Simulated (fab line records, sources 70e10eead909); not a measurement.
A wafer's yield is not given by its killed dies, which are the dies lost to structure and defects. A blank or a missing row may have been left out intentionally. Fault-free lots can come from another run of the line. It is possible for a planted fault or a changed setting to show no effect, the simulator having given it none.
fab line records	flow nand_harc	part 1 of 2: steps 1 to 21 of 34
[record] lots = 5	wafers = 15	last_day = 32
route steps=1302 shown P_BONDPAD@359 A_START@389 A_ZERO_WELL@390
lots untouched by any fault: they come from a run of this same line in which no faults occurred
start_h: start of the lot's first displayed wafer, in hours after the record's first day	wait_h: hours from the lot's prior step to this one	" the same as in the row above	L1.1+2: a single row standing in for several wafers	- value missing, or start not given	* or withheld: withheld	< > ~ a bound
route shown NAME@n: a module of which the file shows steps, and the number in the route of the first	usual: mean/standard deviation taken from wafers without a fault	same: alike in all rows	chamber/n: place in a boat	sites: readings site by site	_std_site: standard deviation across them	_edge_site: outer sites' mean less inner sites'	radius_mm: for every site, how far away it sits from the centre of the wafer	mask NAME#n: copy n	behind: the most recent tool/chamber to have shaped the wafer	hold: cause of the lot's hold/its duration in hours/its outcome	device: whichever transistor did not switch (one of n, p or np)	end of line: tests of these same wafers at the route's end	a step given without rows: its recipe and nothing more	killed: not the wafer's yield, but the dies lost to structure and defects at the first sort	map: dies across one wafer; x = killed, . = not, _ = none there
set.NAME: setting as actually run; set.NAME@STEP: the setting as run at that earlier step	model.NAME: the simulator's own value behind a step, which no gauge read
certain route steps with their lots: each step a table, each wafer a row
services: when a tool's chamber went out of use (start_h, in hours from the record's first day, below 0 if earlier), for how many hours, and the reason
[[steps]]
[step NHARC_P_BONDPAD_SOFTBAKE_04]
[recipe] temp_c = 125	time_s = 70
[usual] exhaust_pa = 45.0/0.92
lot.wafer	tool	chamber	start_h	wait_h	exhaust_pa
L076.2	litho_track-03	0	-	-	45.4
L076.5	"	0	"	"	46.1
L076.6	"	0	"	"	46.9
L078.4	litho_track-03	0	-	-	43.8
L078.5	"	0	"	"	43.1
L078.6	"	0	"	"	44.7
L082.1	litho_track-03	0	-	-	43.9
L082.4	"	0	"	"	44.3
L082.5	"	0	"	"	44.6
L093.1	litho_track-03	0	-	-	46.4
L093.2	"	0	"	"	46.3
L093.6	"	0	"	"	45.6
L094.2	litho_track-02	0	-	-	45.5
L094.3	"	0	"	"	45.6
L094.4	"	0	"	"	45.5
[step NHARC_P_BONDPAD_EBR_05]
[usual] exhaust_pa = 44.9/1
lot.wafer	tool	chamber	start_h	wait_h	exhaust_pa
L076.2	litho_track-03	0	-	-	44.3
L076.5	"	0	"	"	42.8
L076.6	"	0	"	"	43.8
L078.4	litho_track-03	0	-	-	44.0
L078.5	"	0	"	"	43.1
L078.6	"	0	"	"	44.0
L082.1	litho_track-03	0	-	-	44.4
L082.4	"	0	"	"	44.7
L082.5	"	0	"	"	44.5
L093.1	litho_track-03	0	-	-	45.8
L093.2	"	0	"	"	46.0
L093.6	"	0	"	"	45.6
L094.2	litho_track-02	0	-	-	45.6
L094.3	"	0	"	"	45.8
L094.4	"	0	"	"	46.4
[step NHARC_P_BONDPAD_EXPOSE_06]
[recipe] na = 0.55	dose_mj = 37.06	mask_id = P_BPAD
[usual] focus_offset_nm = -0.1/0.49
lot.wafer	tool	chamber	start_h	wait_h	mask	focus_offset_nm
L076.2	krf_scanner-03	0	153.79	-	P_BPAD#0	-0.7
L076.5	"	0	"	"	P_BPAD#0	0.1
L076.6	"	0	"	"	P_BPAD#0	0.0
L078.4	krf_scanner-01	0	173.91	-	P_BPAD#0	-0.6
L078.5	"	0	"	"	P_BPAD#0	0.2
L078.6	"	0	"	"	P_BPAD#0	0.0
L082.1	krf_scanner-03	0	210.32	-	P_BPAD#0	-0.7
L082.4	"	0	"	"	P_BPAD#0	0.4
L082.5	"	0	"	"	P_BPAD#0	0.4
L093.1	krf_scanner-04	0	328.04	-	P_BPAD#0	-0.7
L093.2	"	0	"	"	P_BPAD#0	-0.7
L093.6	"	0	"	"	P_BPAD#0	0.2
L094.2	krf_scanner-01	0	333.65	-	P_BPAD#0	0.8
L094.3	"	0	"	"	P_BPAD#0	0.5
L094.4	"	0	"	"	P_BPAD#0	1.1
[step NHARC_P_BONDPAD_PEB_07]
[recipe] peb_temp_c = 128	peb_time_s = 80
[usual] exhaust_pa = 45.0/0.91
lot.wafer	tool	chamber	start_h	wait_h	exhaust_pa
L076.2	litho_track-03	0	153.85	0.1	44.3
L076.5	"	0	"	"	44.4
L076.6	"	0	"	"	44.7
L078.4	litho_track-03	0	173.96	0.0	44.0
L078.5	"	0	"	"	43.4
L078.6	"	0	"	"	44.1
L082.1	litho_track-02	0	210.38	0.1	45.0
L082.4	"	0	"	"	45.0
L082.5	"	0	"	"	46.2
L093.1	litho_track-03	0	328.10	0.1	46.4
L093.2	"	0	"	"	45.3
L093.6	"	0	"	"	45.8
L094.2	litho_track-02	0	333.71	0.1	43.7
L094.3	"	0	"	"	45.9
L094.4	"	0	"	"	46.0
[step NHARC_P_BONDPAD_DEVELOP_08]
[recipe] time_s = 50	dev_temp_c = 22
[usual] developer_temp_C = 21.98/0.11	exhaust_pa = 44.8/1
lot.wafer	tool	chamber	start_h	wait_h	developer_temp_C	exhaust_pa
L076.2	litho_track-03	0	-	-	21.77	44.3
L076.5	"	0	"	"	21.81	45.0
L076.6	"	0	"	"	21.94	44.1
L078.4	litho_track-03	0	-	-	21.92	44.6
L078.5	"	0	"	"	21.96	45.3
L078.6	"	0	"	"	21.77	45.2
L082.1	litho_track-02	0	-	-	21.94	44.1
L082.4	"	0	"	"	21.89	45.6
L082.5	"	0	"	"	22.05	45.3
L093.1	litho_track-03	0	-	-	21.93	44.5
L093.2	"	0	"	"	21.87	43.7
L093.6	"	0	"	"	21.82	43.9
L094.2	litho_track-02	0	-	-	22.06	44.3
L094.3	"	0	"	"	22.14	44.1
L094.4	"	0	"	"	21.97	44.1
[step NHARC_P_BONDPAD_CD_MEAS_09]
[recipe] target_cd_nm = 500	landing_energy_ev = 500
[usual] cd_nm = 501/3
lot.wafer	tool	chamber	start_h	wait_h	cd_nm
L076.2	cd_sem-01	0	153.94	-	500
L076.5	"	0	"	"	499
L076.6	"	0	"	"	501
L078.4	cd_sem-03	0	174.05	-	501
L078.5	"	0	"	"	503
L078.6	"	0	"	"	504
L082.1	cd_sem-03	0	210.47	-	500
L082.4	"	0	"	"	500
L082.5	"	0	"	"	501
L093.1	cd_sem-01	0	328.19	-	501
L093.2	"	0	"	"	505
L093.6	"	0	"	"	504
L094.2	cd_sem-03	0	333.79	-	499
L094.3	"	0	"	"	498
L094.4	"	0	"	"	499
[step NHARC_P_BONDPAD_OVL_MEAS_38]
[usual] overlay_x_nm = 0/5.2	overlay_y_nm = -3/5.6
lot.wafer	tool	chamber	start_h	wait_h	overlay_x_nm	overlay_y_nm
L076.2	overlay-01	-	154.02	-	-3	2
L076.5	"	-	"	"	-4	1
L076.6	"	-	"	"	-4	2
L078.4	overlay-01	-	174.13	-	0	-1
L078.5	"	-	"	"	1	0
L078.6	"	-	"	"	0	0
L082.1	overlay-02	-	210.56	-	4	-2
L082.4	"	-	"	"	4	-1
L082.5	"	-	"	"	4	-1
L093.1	overlay-01	-	328.28	-	-9	-11
L093.2	"	-	"	"	-9	-11
L093.6	"	-	"	"	-9	-11
L094.2	overlay-01	-	333.88	-	-5	3
L094.3	"	-	"	"	-5	4
L094.4	"	-	"	"	-5	4
[step NHARC_P_BONDPAD_HARDBAKE_10]
[recipe] temp_c = 118	time_s = 65
[usual] exhaust_pa = 45.0/0.96
lot.wafer	tool	chamber	start_h	wait_h	exhaust_pa
L076.2	litho_track-02	0	154.07	0.0	46.4
L076.5	"	0	"	"	47.3
L076.6	"	0	"	"	46.7
L078.4	litho_track-02	0	174.19	0.1	45.3
L078.5	"	0	"	"	44.9
L078.6	"	0	"	"	47.0
L082.1	litho_track-07	0	210.60	0.0	45.3
L082.4	"	0	"	"	44.0
L082.5	"	0	"	"	44.5
L093.1	litho_track-02	0	328.32	0.0	43.2
L093.2	"	0	"	"	44.6
L093.6	"	0	"	"	42.5
L094.2	litho_track-07	0	333.93	0.0	45.7
L094.3	"	0	"	"	45.6
L094.4	"	0	"	"	46.6
[step NHARC_P_BONDPAD_DESCUM_11]
[recipe] time_s = 3	o2_flow_sccm = 200	ar_flow_sccm = 0	bias_power_w = 0	chemistry = O2
[usual] drypump_motor_current_A = 5.75/0.19	oes_product_au = 0.999/0.014	rf_vpp_V = 57.7/0.85	showerhead_plenum_p_Torr = 1.90/0.094	throttle_valve_pct = 11.310/0.0094
lot.wafer	tool	chamber	start_h	wait_h	drypump_motor_current_A	oes_product_au	rf_hours_counter_h	rf_vpp_V	showerhead_plenum_p_Torr	throttle_valve_pct
L076.2	rie_diel-10	0	154.15	-	5.95	1.005	6.1	58.2	2.05	11.315
L076.6	"	0	"	"	5.94	0.997	-	58.5	2.05	11.315
L076.5	"	1	"	"	5.93	1.002	-	56.7	1.86	11.312
L078.4	rie_diel-10	0	174.26	-	5.96	1.000	6.7	58.7	2.05	11.301
L078.5	"	0	"	"	5.93	1.003	-	59.5	2.05	11.322
L078.6	"	1	"	"	5.92	1.002	-	57.2	1.86	11.323
L082.4	rie_diel-06	0	210.68	-	5.54	1.011	2.0	58.2	1.81	11.301
L082.1	"	3	"	"	5.56	1.003	1.9	58.2	2.04	11.322
L082.5	"	1	"	"	5.62	1.001	-	57.5	1.78	11.300
L093.1	rie_diel-06	0	328.41	-	5.54	1.006	0.4	56.7	1.81	11.303
L093.2	"	1	"	"	5.63	0.998	0.5	58.0	1.78	11.306
L093.6	"	3	"	"	5.55	0.999	-	56.2	2.04	11.310
L094.3	rie_diel-06	2	334.00	-	5.85	0.986	0.5	57.4	1.86	11.294
L094.2	"	3	"	"	5.55	0.998	0.5	57.1	2.04	11.319
L094.4	"	0	"	"	5.54	0.991	0.5	56.7	1.81	11.307
[step NHARC_P_BONDPAD_ETCH_37]
[recipe] target_depth_a = 600	overetch_a = 180	time_s = 65.91	ion_energy_ev = 200	n2_flow_sccm = 150	h2_flow_sccm = 150	ar_flow_sccm = 0	rf_w = 400	bias_w = 150	chemistry = N2/H2
[usual] bias_w = 149.9/0.42	drypump_motor_current_A = 5.75/0.19	oes_product_au = 0.999/0.013	rf_vpp_V = 430.2/2.9	showerhead_plenum_p_Torr = 2.02/0.1	throttle_valve_pct = 14.172/0.0084
lot.wafer	tool	chamber	start_h	wait_h	bias_w	drypump_motor_current_A	oes_product_au	rf_hours_counter_h	rf_vpp_V	showerhead_plenum_p_Torr	throttle_valve_pct
L076.2	rie_diel-10	0	154.25	0.1	150.2	5.95	0.992	6.1	434.3	2.19	14.173
L076.5	"	2	"	"	149.9	5.75	1.000	-	429.2	1.99	14.166
L076.6	"	3	"	"	149.2	6.21	1.023	-	430.9	2.09	14.172
L078.4	rie_diel-10	3	174.36	0.1	150.3	6.19	1.034	6.5	431.9	2.09	14.177
L078.5	"	0	"	"	149.8	5.94	1.000	-	433.2	2.19	14.155
L078.6	"	1	"	"	150.8	5.94	1.017	-	428.6	1.98	14.167
L082.1	rie_diel-06	2	210.77	0.1	149.4	5.87	0.989	2.1	430.4	1.98	14.163
L082.4	"	0	"	"	149.7	5.54	1.011	2.0	426.1	1.93	14.173
L082.5	"	2	"	"	150.3	5.85	0.989	-	429.9	1.98	14.163
L093.2	rie_diel-06	3	328.49	0.1	150.4	5.56	0.997	0.4	435.3	2.18	14.170
L093.1	"	1	"	"	150.1	5.61	1.005	0.5	427.3	1.89	14.169
L093.6	"	3	"	"	150.1	5.52	1.010	-	435.2	2.18	14.170
L094.3	rie_diel-06	0	334.10	0.1	149.3	5.54	1.007	0.5	427.3	1.92	14.170
L094.4	"	1	"	"	148.8	5.62	1.002	0.6	426.5	1.90	14.166
L094.2	"	2	"	"	150.2	5.86	1.014	0.6	429.7	1.98	14.168
[step NHARC_P_BONDPAD_ETCH_12]
[recipe] target_depth_a = 2000	time_s = 100	chf3_flow_sccm = 50	o2_flow_sccm = 10	ar_flow_sccm = 200	rf_w = 500	bias_w = 200	chemistry = CHF3/O2
[usual] bias_w = 200.0/0.64	drypump_motor_current_A = 5.75/0.2	oes_product_au = 0.943/0.025	rf_vpp_V = 370.1/2.5	showerhead_plenum_p_Torr = 2.38/0.11	throttle_valve_pct = 20.573/0.01
lot.wafer	tool	chamber	start_h	wait_h	bias_w	drypump_motor_current_A	oes_product_au	rf_hours_counter_h	rf_vpp_V	showerhead_plenum_p_Torr	throttle_valve_pct
L076.2	rie_diel-10	2	-	-	199.7	5.73	0.923	4.5	369.0	2.35	20.579
L076.5	"	3	"	"	200.0	6.23	0.937	-	371.2	2.45	20.581
L076.6	"	0	"	"	200.4	5.96	0.921	-	374.5	2.57	20.571
L078.4	rie_diel-10	3	-	-	200.1	6.16	0.950	6.5	370.8	2.45	20.584
L078.6	"	1	"	"	200.9	5.92	0.934	-	369.0	2.33	20.583
L078.5	"	2	"	"	201.1	5.73	0.922	-	371.2	2.35	20.586
L082.1	rie_diel-06	3	-	-	199.9	5.55	0.978	2.0	374.9	2.56	20.560
L082.4	"	0	"	"	199.2	5.54	0.968	2.0	367.0	2.28	20.583
L082.5	"	0	"	"	200.6	5.56	0.971	-	368.6	2.28	20.574
L093.2	rie_diel-06	0	-	-	199.5	5.52	0.959	0.5	367.8	2.27	20.565
L093.1	"	3	"	"	200.8	5.57	0.968	0.5	374.6	2.56	20.568
L093.6	"	1	"	"	200.0	5.64	0.980	-	366.1	2.24	20.576
L094.3	rie_diel-06	1	-	-	199.7	5.62	0.978	0.6	367.2	2.24	20.574
L094.2	"	2	"	"	199.2	5.86	0.972	0.6	369.1	2.34	20.573
L094.4	"	3	"	"	198.4	5.61	0.967	0.5	374.5	2.56	20.563
[step NHARC_P_BONDPAD_CD_MEAS_13]
[usual] cd_nm = 500/3.3
lot.wafer	tool	chamber	start_h	wait_h	cd_nm
L076.2	cd_sem-03	-	154.46	-	498
L076.5	"	-	"	"	496
L076.6	"	-	"	"	500
L078.4	cd_sem-03	-	174.58	-	501
L078.5	"	-	"	"	502
L078.6	"	-	"	"	502
L082.1	cd_sem-02	-	210.99	-	499
L082.4	"	-	"	"	499
L082.5	"	-	"	"	499
L093.1	cd_sem-03	-	328.71	-	501
L093.2	"	-	"	"	503
L093.6	"	-	"	"	502
L094.2	cd_sem-03	-	334.32	-	497
L094.3	"	-	"	"	496
L094.4	"	-	"	"	501
[step NHARC_P_BONDPAD_STRIP_15]
[recipe] o2_flow_sccm = 500	ar_flow_sccm = 0	bias_w = 0	chemistry = O2
[usual] drypump_motor_current_A = 5.80/0.17	oes_product_au = 0.996/0.016	rf_vpp_V = 57.7/0.92	showerhead_plenum_p_Torr = 3.52/0.12	throttle_valve_pct = 17.035/0.0091
[same] bias_w = 0
lot.wafer	tool	chamber	start_h	wait_h	drypump_motor_current_A	oes_product_au	rf_hours_counter_h	rf_vpp_V	showerhead_plenum_p_Torr	throttle_valve_pct
L076.2	rie_diel-08	1	154.55	0.1	5.72	0.998	8	57.4	3.52	17.031
L076.6	"	0	"	"	5.84	0.995	-	58.4	3.46	17.047
L076.5	"	1	"	"	5.70	0.996	-	58.3	3.52	17.041
L078.4	rie_diel-08	2	174.66	0.1	5.59	0.961	7	56.9	3.53	17.032
L078.5	"	1	"	"	5.70	1.002	-	57.0	3.52	17.042
L078.6	"	2	"	"	5.59	0.960	-	57.7	3.53	17.036
L082.1	rie_diel-08	2	211.09	0.1	5.61	0.988	0	58.0	3.52	17.021
L082.4	"	3	"	"	5.90	0.981	0	59.5	3.54	17.021
L082.5	"	2	"	"	5.60	0.980	-	57.1	3.52	17.038
L093.2	rie_diel-10	0	328.79	0.1	5.94	1.020	5	57.9	3.76	17.021
L093.1	"	1	"	"	5.97	1.001	6	58.2	3.42	17.038
L093.6	"	1	"	"	5.98	1.011	-	58.4	3.42	17.046
L094.2	rie_diel-10	2	334.39	0.1	5.72	0.979	6	57.9	3.44	17.019
L094.3	"	3	"	"	6.20	1.021	2	58.2	3.60	17.016
L094.4	"	0	"	"	5.93	1.011	5	59.1	3.76	17.031
[step NHARC_P_BONDPAD_ETCH_24]
[recipe] target_depth_a = 300	over_etch_frac = 0.3	time_s = 72.99	ion_energy_ev = 150	cf4_flow_sccm = 50	n2_flow_sccm = 100	ar_flow_sccm = 150	rf_w = 300	bias_w = 100	chemistry = CF4/N2
[usual] bias_w = 100.0/0.31	drypump_motor_current_A = 5.80/0.18	oes_product_au = 0.998/0.016	rf_vpp_V = 314.1/1.7	showerhead_plenum_p_Torr = 2.62/0.088	throttle_valve_pct = 19.794/0.0091
lot.wafer	tool	chamber	start_h	wait_h	bias_w	drypump_motor_current_A	oes_product_au	rf_hours_counter_h	rf_vpp_V	showerhead_plenum_p_Torr	throttle_valve_pct
L076.2	rie_diel-08	2	-	-	99.8	5.58	0.967	6	313.9	2.62	19.803
L076.5	"	3	"	"	99.8	5.92	0.987	-	316.7	2.64	19.777
L076.6	"	0	"	"	99.9	5.81	0.990	-	311.4	2.57	19.790
L078.4	rie_diel-08	2	-	-	100.0	5.61	0.967	7	312.9	2.62	19.802
L078.6	"	0	"	"	99.9	5.82	0.995	-	313.5	2.57	19.795
L078.5	"	1	"	"	100.2	5.65	1.000	-	314.1	2.62	19.786
L082.4	rie_diel-08	3	-	-	99.8	5.89	0.982	0	313.4	2.63	19.811
L082.1	"	1	"	"	99.7	5.68	1.002	0	316.0	2.62	19.795
L082.5	"	2	"	"	100.2	5.59	0.993	-	314.4	2.62	19.776
L093.2	rie_diel-10	0	-	-	99.5	5.96	1.004	5	318.3	2.80	19.799
L093.1	"	1	"	"	100.2	5.98	1.014	6	312.4	2.55	19.796
L093.6	"	3	"	"	100.2	6.19	1.025	-	315.9	2.68	19.799
L094.4	rie_diel-10	2	-	-	100.2	5.71	1.002	6	313.6	2.56	19.810
L094.3	"	0	"	"	99.2	5.96	0.997	5	317.2	2.80	19.803
L094.2	"	1	"	"	100.6	5.93	1.010	6	311.9	2.55	19.773
[step NHARC_P_BONDPAD_STRIP_16]
[recipe] time_s = 600	temp_c = 30	chemistry = post_etch_residue_remover
lot.wafer	tool	chamber	start_h	wait_h
L076.6+5+2	wet_bench-08	0,1,2	154.82	-
L078.5+6+4	wet_bench-08	0,1,4	174.93	-
L082.1+5+4	wet_bench-10	3,4,5	211.36	-
L093.6+2+1	wet_bench-10	4,5,7	329.07	-
L094.4+3+2	wet_bench-10	3,5,6	334.67	-
[step NHARC_P_BONDPAD_DEGAS_25]
[recipe] temp_c = 300	time_s = 60
[usual] heater_power_w = 448/27
lot.wafer	tool	chamber	start_h	wait_h	heater_power_w
L076.2	pvd_sputter-02	-	155.11	-	489
L076.6	"	-	"	"	438
L076.5	"	-	"	"	440
L078.4	pvd_sputter-02	-	175.21	-	473
L078.6	"	-	"	"	430
L078.5	"	-	"	"	447
L082.4	pvd_sputter-03	-	211.63	-	395
L082.1	"	-	"	"	464
L082.5	"	-	"	"	465
L093.2	pvd_sputter-01	-	329.34	-	404
L093.1	"	-	"	"	404
L093.6	"	-	"	"	441
L094.4	pvd_sputter-01	-	334.94	-	412
L094.2	"	-	"	"	493
L094.3	"	-	"	"	443
[step NHARC_P_BONDPAD_PRE_CLEAN_26]
[recipe] time_s = 30	temp_c = 280	gas = H2/He
[usual] heater_power_w = 391/22
lot.wafer	tool	chamber	start_h	wait_h	heater_power_w
L076.2	pvd_sputter-02	-	-	-	376
L076.6	"	-	"	"	385
L076.5	"	-	"	"	387
L078.4	pvd_sputter-02	-	-	-	431
L078.6	"	-	"	"	428
L078.5	"	-	"	"	382
L082.4	pvd_sputter-03	-	-	-	350
L082.1	"	-	"	"	402
L082.5	"	-	"	"	401
L093.1	pvd_sputter-01	-	-	-	387
L093.2	"	-	"	"	342
L093.6	"	-	"	"	361
L094.3	pvd_sputter-01	-	-	-	359
L094.4	"	-	"	"	419
L094.2	"	-	"	"	389
[step NHARC_P_BONDPAD_PVD_17]
[recipe] target_thk_a = 50	bias_v = 168.6	power_w = 15000	chamber_pressure_pa = 0.12	time_s = 8.06	substrate_temp_c = 50	material = TaN
[usual] substrate_temp_c = 49.99/0.11	throttle_valve_pct = 30.0/1.2
lot.wafer	tool	chamber	start_h	wait_h	substrate_temp_c	throttle_valve_pct
L076.2	pvd_sputter-02	-	-	-	49.98	29.9
L076.5	"	-	"	"	49.96	29.9
L076.6	"	-	"	"	50.08	31.3
L078.4	pvd_sputter-02	-	-	-	50.04	30.2
L078.5	"	-	"	"	50.18	30.8
L078.6	"	-	"	"	49.99	29.7
L082.4	pvd_sputter-03	-	-	-	49.97	30.9
L082.1	"	-	"	"	49.93	29.6
L082.5	"	-	"	"	49.92	30.7
L093.1	pvd_sputter-01	-	-	-	50.10	29.9
L093.2	"	-	"	"	49.84	31.5
L093.6	"	-	"	"	50.19	30.1
L094.4	pvd_sputter-01	-	-	-	49.95	26.6
L094.3	"	-	"	"	50.18	29.9
L094.2	"	-	"	"	50.06	30.4
[step NHARC_P_BONDPAD_PVD_27]
[recipe] target_thk_a = 300	chamber_pressure_pa = 5	power_w = 5000	substrate_temp_c = 30	time_s = 20.49	material = Cu
[usual] substrate_temp_c = 30.00/0.1	throttle_valve_pct = 30.1/1.1
lot.wafer	tool	chamber	start_h	wait_h	substrate_temp_c	throttle_valve_pct
L076.2	pvd_sputter-02	-	-	-	30.04	31.0
L076.6	"	-	"	"	29.95	29.8
L076.5	"	-	"	"	30.13	31.3
L078.4	pvd_sputter-02	-	-	-	30.07	30.8
L078.6	"	-	"	"	29.92	29.9
L078.5	"	-	"	"	30.01	31.2
L082.4	pvd_sputter-03	-	-	-	29.99	30.2
L082.1	"	-	"	"	29.87	29.7
L082.5	"	-	"	"	30.01	27.9
L093.1	pvd_sputter-01	-	-	-	29.87	30.4
L093.2	"	-	"	"	29.96	26.7
L093.6	"	-	"	"	30.06	32.0
L094.3	pvd_sputter-01	-	-	-	30.01	29.9
L094.4	"	-	"	"	30.14	30.4
L094.2	"	-	"	"	30.02	32.1
[step NHARC_P_BONDPAD_ECD_18]
[recipe] target_thk_a = 4000	bath_temp_c = 25	material = Cu
lot.wafer	tool	chamber	start_h	wait_h
L076.2+6+5	ecd_cu-02	1,1,0	155.44	-
L078.4+6+5	ecd_cu-02	1,1,0	175.65	-
L082.1+4+5	ecd_cu-02	1	212.05	-
L093.2+1+6	ecd_cu-02	1,0,1	329.70	-
L094.2+4+3	ecd_cu-02	1,0,1	335.38	-
[step NHARC_P_BONDPAD_ANNEAL_28]
[recipe] temp_c = 225	time_s = 90
[usual] anneal_temp_c_max = 226.1/0.3	wafer_temp_C_max = 225.79/0.23
lot.wafer	tool	chamber	start_h	wait_h	anneal_temp_c_max	wafer_temp_C_max
L076.2	rtp_anneal-02	0	155.87	-	226.5	225.96
L076.5	"	0	"	"	226.1	225.87
L076.6	"	0	"	"	225.9	225.49
L078.4	rtp_anneal-01	0	176.12	0.4	225.5	226.11
L078.5	"	0	"	"	225.8	226.47
L078.6	"	0	"	"	225.4	225.72
L082.1	rtp_anneal-02	0	212.47	0.3	226.3	225.76
L082.4	"	0	"	"	225.7	225.69
L082.5	"	0	"	"	226.2	225.78
L093.1	rtp_anneal-02	0	330.07	-	226.0	225.56
L093.2	"	0	"	"	226.0	225.84
L093.6	"	0	"	"	225.9	225.73
L094.2	rtp_anneal-02	0	335.76	-	226.3	225.41
L094.3	"	0	"	"	226.7	225.71
L094.4	"	0	"	"	226.7	225.56
